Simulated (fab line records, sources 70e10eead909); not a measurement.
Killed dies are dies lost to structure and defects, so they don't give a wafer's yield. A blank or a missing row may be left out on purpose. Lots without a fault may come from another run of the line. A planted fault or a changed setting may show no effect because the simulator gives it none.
Which tool did it? | flow nand_harc | 13 lots, 39 wafers sampled, at 5 steps of a route of 1302

WHAT THE GAUGES READ, wafer by wafer
NHARC_A_BONDPAD_THK_MEAS_20: measures by xrf. Usual: thk_nm 169.7 nm, standard deviation 1.3.
lot  | measured     | on            | thk_nm (nm)       | flag
L724 | day 22 09:40 | film_metro-02 | 170.4 170.5 171.8 |
L726 | day 22 21:52 | film_metro-01 | 172.2 169.5 169.9 |
L725 | day 22 20:41 | film_metro-01 | 167.7 169.7 168.6 |
L727 | day 24 04:58 | film_metro-02 | 171.2 169.4 169.4 |
L735 | day 26 19:50 | film_metro-01 | 170.8 171.9 171.8 |
L738 | day 28 06:54 | film_metro-01 | 166.9 169.4 169.0 |
L737 | day 27 21:14 | film_metro-01 | 168.8 170.1 170.3 |
L740 | day 28 19:23 | film_metro-01 | 169.6 169.4 170.6 |
L741 | day 29 11:08 | film_metro-01 | 170.5 170.5 169.3 |
L743 | day 30 17:11 | film_metro-02 | 169.0 171.2 169.4 |
L744 | day 30 16:07 | film_metro-02 | 168.2 167.4 170.0 |
L745 | day 31 23:16 | film_metro-02 | 169.0 169.6 168.7 |
L746 | day 31 18:19 | film_metro-01 | 171.3 169.3 170.6 |

NHARC_THIN_TSV_CD_MEAS_37. Usual: cd_nm 4999.8 nm, standard deviation 1.8.
lot  | measured     | on        | cd_nm (nm)           | flag
L724 | day 23 05:20 | cd_sem-02 | 5003.9 5002.9 5003.0 |
L726 | day 23 17:50 | cd_sem-03 | 4995.6 4999.0 5000.6 |
L725 | day 23 16:35 | cd_sem-02 | 5001.8 5001.2 5000.6 |
L727 | day 25 02:02 | cd_sem-03 | 4999.7 4998.8 4998.7 |
L735 | day 31 17:30 | cd_sem-01 | 4997.1 4996.2 4999.7 |
L738 | day 31 22:25 | cd_sem-03 | 5000.9 5001.8 5001.0 |
L737 | day 31 21:10 | cd_sem-01 | 4999.5 5002.7 4999.9 |
L740 | day 32 00:43 | cd_sem-01 | 4998.4 5001.1 5001.1 |
L741 | day 32 01:56 | cd_sem-02 | 5001.3 5000.3 4999.8 |
L743 | day 32 05:53 | cd_sem-02 | 4998.6 4999.2 5000.7 |
L744 | day 32 04:14 | cd_sem-01 | 4997.9 4997.9 4997.9 |
L745 | day 32 19:23 | cd_sem-03 | 5001.2 5000.2 4999.7 |
L746 | day 32 13:30 | cd_sem-01 | 5001.1 4999.0 4997.4 |

NHARC_END_SORT_01. Usual: killed_at_array 47, standard deviation 14; killed_at_other 0.5, standard deviation 0.72; killed_at_periphery 4, standard deviation 3.1; killed_dies 52, standard deviation 15; killed_open 3.2, standard deviation 1.9; killed_short 2.4, standard deviation 1.7.
lot  | measured     | on        | killed_at_array | killed_at_other | killed_at_periphery | killed_dies | killed_open | killed_short | flag
L725 | day 24 07:56 | prober-02 | 107 123 127     | 0 0 0           | 3 4 3               | 110 127 130 | 2 3 2       | 1 1 4        | OFF
L727 | day 25 08:26 | prober-01 | 160 151 164     | 0 0 0           | 3 1 2               | 163 152 166 | 5 3 4       | 1 1 1        | OFF
L735 | day 32 06:51 | prober-01 | 42 32 41        | 0 1 0           | 9 3 9               | 51 36 50    | 1 4 6       | 1 0 0        |

WHICH TOOL RAN EACH LOT (tool, then ch and the chambers of the sampled wafers, then the start)
lot  | NHARC_A_ONON_D2_DEP_06           | NHARC_THIN_TSV_ETCH_44
L724 | pecvd_onon-03 ch 0, day 11 05:56 | rie_diel-06 ch 0,2,3, day 22 22:02
L726 | pecvd_onon-03 ch 0, day 12 11:01 | rie_diel-08 ch 0,1,3, day 23 10:49
L725 | pecvd_onon-03 ch 0, day 12 15:28 | rie_diel-09 ch 0,1,2, day 23 09:34
L727 | pecvd_onon-03 ch 0, day 13 15:37 | rie_diel-09 ch 1,2, day 24 18:55
L735 | pecvd_onon-01 ch 0, day 16 01:31 | rie_diel-08 ch 0,3, day 31 10:29
L738 | pecvd_onon-04 ch 0, day 17 06:54 | rie_diel-06 ch 0,1,3, day 31 15:17
L737 | pecvd_onon-01 ch 0, day 17 07:02 | rie_diel-06 ch 0,2,3, day 31 14:04
L740 | pecvd_onon-03 ch 0, day 18 14:36 | rie_diel-06 ch 0,3, day 31 17:39
L741 | pecvd_onon-04 ch 0, day 19 04:13 | rie_diel-06 ch 1,3, day 31 18:50
L743 | pecvd_onon-03 ch 0, day 19 22:26 | rie_diel-06 ch 0,2, day 31 22:34
L744 | pecvd_onon-04 ch 0, day 20 05:20 | rie_diel-09 ch 0,1,3, day 31 21:15
L745 | pecvd_onon-04 ch 0, day 20 11:18 | rie_diel-08 ch 0,1,2, day 32 12:12
L746 | pecvd_onon-03 ch 0, day 20 17:07 | rie_diel-08 ch 0,1, day 32 06:23
- NHARC_A_ONON_D2_DEP_06: target thk 1000 nm.
- NHARC_THIN_TSV_ETCH_44: etches the open film in CF4/O2, target depth 1594.2 nm, time 797.1 s.

WHAT THE TOOLS THEMSELVES READ (means of the sampled wafers that have a number; where no wafer has one, the mark that the record gives instead)
NHARC_A_ONON_D2_DEP_06. Usual: susceptor_temp_C 400.00 C, standard deviation 0.23.
lot  | tool          | susceptor_temp_C (C) | flag
L724 | pecvd_onon-03 | 400.19               |
L726 | pecvd_onon-03 | 399.96               |
L725 | pecvd_onon-03 | 399.88               |
L727 | pecvd_onon-03 | 399.94               |
L735 | pecvd_onon-01 | 400.13               |
L738 | pecvd_onon-04 | 399.93               |
L737 | pecvd_onon-01 | 400.04               |
L740 | pecvd_onon-03 | 400.25               |
L741 | pecvd_onon-04 | 400.04               |
L743 | pecvd_onon-03 | 399.85               |
L744 | pecvd_onon-04 | 400.07               |
L745 | pecvd_onon-04 | 400.07               |
L746 | pecvd_onon-03 | 399.62               |

NHARC_THIN_TSV_ETCH_44. Usual: drypump_motor_current_A 5.6 A, standard deviation 0.48; oes_product_au 0.999 a.u., standard deviation 0.007; rf_vpp_V 796 V, standard deviation 3.8; showerhead_plenum_p_Torr 1.86 Torr, standard deviation 0.062; throttle_valve_pct 16.914 %, standard deviation 0.0094.
lot  | tool        | drypump_motor_current_A (A) | oes_product_au (a.u.) | rf_vpp_V (V) | showerhead_plenum_p_Torr (Torr) | throttle_valve_pct (%) | flag
L724 | rie_diel-06 | 5.9                         | 1.006                 | 796          | 1.88                            | 16.913                 |
L726 | rie_diel-08 | 5.6                         | 0.988                 | 795          | 1.84                            | 16.915                 |
L725 | rie_diel-09 | 5.3                         | 1.002                 | 794          | 1.82                            | 16.905                 |
L727 | rie_diel-09 | 5.2                         | 0.998                 | 792          | 1.79                            | 16.915                 |
L735 | rie_diel-08 | 6.0                         | 0.995                 | 791          | 1.77                            | 16.919                 |
L738 | rie_diel-06 | 5.6                         | 0.998                 | 796          | 1.86                            | 16.923                 |
L737 | rie_diel-06 | 5.9                         | 0.999                 | 798          | 1.88                            | 16.916                 |
L740 | rie_diel-06 | 5.7                         | 1.001                 | 795          | 1.84                            | 16.921                 |
L741 | rie_diel-06 | 5.5                         | 0.995                 | 796          | 1.88                            | 16.922                 |
L743 | rie_diel-06 | 6.2                         | 0.999                 | 799          | 1.91                            | 16.917                 |
L744 | rie_diel-09 | 5.4                         | 0.999                 | 796          | 1.85                            | 16.917                 |
L745 | rie_diel-08 | 5.4                         | 1.000                 | 798          | 1.89                            | 16.913                 |
L746 | rie_diel-08 | 5.1                         | 1.007                 | 796          | 1.86                            | 16.919                 |

THE ANSWER, worked out from the rows above alone
Rule: a lot is off if the mean of its wafers that have a number lies more than 3 standard deviations from the usual mean. A lot without any number at a reading at which 4 lots or more have one is off too. The other lots that the step has rows for count as sound. The gauges are gone through in route order, then the tools' own readings, and for those a lot's mean is taken as printed above. The first step at which some lot is off is used, and at that step the reading that is off furthest; a lot without a number counts as furthest.
Off: L725, L727, at NHARC_END_SORT_01 (killed_at_array). Neither off nor sound, because the step has no rows for them: L724, L726, L738, L737, L740, L741, L743, L744, L745, L746.
A tool fits if, at a process step before that reading, it ran every lot that is off, and no sound lot after the first of them. The gauges at NHARC_END_SORT_01 are tried like those tools. Can't be told from this: 2 tools fit, pecvd_onon-03 at NHARC_A_ONON_D2_DEP_06, rie_diel-09 at NHARC_THIN_TSV_ETCH_44.

WHAT THE SIMULATOR HAD PUT IN
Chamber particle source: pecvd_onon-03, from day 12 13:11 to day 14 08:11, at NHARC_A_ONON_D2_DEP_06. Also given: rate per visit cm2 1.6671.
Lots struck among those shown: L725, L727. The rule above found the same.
